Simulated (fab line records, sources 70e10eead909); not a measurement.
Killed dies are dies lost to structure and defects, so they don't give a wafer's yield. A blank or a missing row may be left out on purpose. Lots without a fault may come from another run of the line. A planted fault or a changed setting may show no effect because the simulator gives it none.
Chamber matching | flow nand_harc | NHARC_A_CONTACT_ALD_18 on ald_metal-04: 4 sister chambers
The step deposits TiN, target thk 3 nm, pulse time 1 s, ald cycles 150. 8 wafers are shown with their chamber, then 7 later ones without.

WAFERS WITH THEIR CHAMBER
wafer  | chamber | heater_power_w (W) | precursor_pulse_height_rel
L081.6 | 0       | 1011               | 1.024
L083.2 | 3       | 1174               | 0.981
L083.6 | 1       | 1242               | 0.997
L085.1 | 1       | 1194               | 1.037
L085.2 | 2       | 1145               | 1.001
L085.3 | 0       | 1015               | 0.980
L084.2 | 3       | 1187               | 0.977
L084.3 | 2       | 1170               | 0.990

WAFERS WITHOUT THEIR CHAMBER
wafer  | heater_power_w (W) | precursor_pulse_height_rel
L084.5 | 1214               | 1.010
L090.1 | 1060               | 0.985
L090.3 | 1121               | 1.023
L090.5 | 1129               | 0.981
L094.1 | 1151               | 1.020
L094.2 | 1141               | 1.017
L094.4 | 1154               | 1.000

WHICH CHAMBER EACH WENT THROUGH
wafer  | from the rows above     | in truth
L084.5 | can't be placed: 1 or 3 | 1
L090.1 | 0                       | 0
L090.3 | can't be placed: 2 or 3 | 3
L090.5 | can't be placed: 2 or 3 | 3
L094.1 | can't be placed: 2 or 3 | 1
L094.2 | can't be placed: 2 or 3 | 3
L094.4 | can't be placed: 2 or 3 | 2
Placed correctly: 1 of 7. Can't be placed from these rows: 6 (the true chamber is among the candidates in 5). Placed wrongly: 0.
How it was worked out, from the rows above alone: a wafer's distance from a chamber is the root of the sum, over the readings, of the square of ((its reading less the chamber's mean) divided by the reading's scatter). The wafer belongs to the nearest chamber; if the next one is less than 2 further off, it can't be placed. A chamber's mean is the mean of its shown wafers. The scatter: the root of (the sum of the squares of (reading less its chamber's mean) over the shown wafers, divided by (wafers less chambers)).
